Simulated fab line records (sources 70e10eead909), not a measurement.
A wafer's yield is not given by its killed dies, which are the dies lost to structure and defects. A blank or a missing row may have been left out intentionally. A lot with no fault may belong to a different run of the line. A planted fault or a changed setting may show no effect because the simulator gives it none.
Which tool is to blame? | flow nand-harc | 24 lots, 72 wafers sampled, at 1 step of a route of 1302

== WHAT THE GAUGES SHOWED, per wafer ==
NHARC_A_CHANNEL_HOLE_D2_INSPECT_12. Usual: raw-defect-count reads 30 (standard deviation 24).
lot  | measured     | on                | raw-defect-count | flag
L074 | day 13 05:12 | defect-inspect-01 | 5 10 7           |
L076 | day 13 12:15 | defect-inspect-02 | 65 61 72         |
L075 | day 13 12:28 | defect-inspect-02 | 4 8 4            |
L077 | day 14 20:22 | defect-inspect-02 | 6 3 4            |
L078 | day 14 20:33 | defect-inspect-02 | 52 52 52         |
L079 | day 15 04:02 | defect-inspect-01 | 13 5 4           |
L080 | day 15 15:47 | defect-inspect-02 | 5 4 4            |
L082 | day 16 08:26 | defect-inspect-02 | 47 65 70         |
L081 | day 16 08:42 | defect-inspect-01 | 6 9 8            |
L084 | day 16 23:00 | defect-inspect-02 | 62 54 64         |
L083 | day 17 01:02 | defect-inspect-02 | 4 6 7            |
L085 | day 17 14:23 | defect-inspect-02 | 53 51 53         |
L086 | day 17 23:20 | defect-inspect-01 | 70 53 60         |
L087 | day 19 02:41 | defect-inspect-02 | 50 58 49         |
L088 | day 19 02:55 | defect-inspect-02 | 18 7 18          |
L089 | day 19 04:58 | defect-inspect-01 | 44 51 58         |
L090 | day 19 23:07 | defect-inspect-02 | 19 10 12         |
L091 | day 20 02:53 | defect-inspect-01 | 44 47 51         |
L092 | day 20 19:27 | defect-inspect-01 | 57 57 39         |
L093 | day 20 19:36 | defect-inspect-01 | 11 16 15         |
L094 | day 21 02:34 | defect-inspect-02 | 43 56 53         |
L095 | day 21 22:07 | defect-inspect-02 | 6 7 3            |
L096 | day 22 05:25 | defect-inspect-02 | 8 5 3            |
L097 | day 22 13:46 | defect-inspect-01 | 35 24 32         |

== WHICH TOOL RAN EACH LOT (tool, then ch and the chambers of the sampled wafers, then the start) ==
No process step before these readings appears in the record.

== AS READ BY THE TOOLS THEMSELVES (means over the sampled wafers that have a number; for cases with no such wafer, the mark the record gives instead) ==
The record holds no such reading with a usual standard deviation.

== THE ANSWER, worked out from the rows above alone ==
Rule: a lot counts as off when the mean over its wafers that have a number is more than 3 standard deviations away from the usual mean. A lot without any number at a reading at which 4 lots or more have one is off too. Where the step has rows for the other lots, those lots are counted as sound. The gauges are gone through in route order, then the tools' own readings, and for those a lot's mean is taken as printed above. The first step at which some lot is off is used, and at that step the reading that is off furthest; a lot without a number counts as furthest.
Nothing can be told from this: no lot is off at any reading shown.

== WHAT HAD BEEN PUT IN BY THE SIMULATOR ==
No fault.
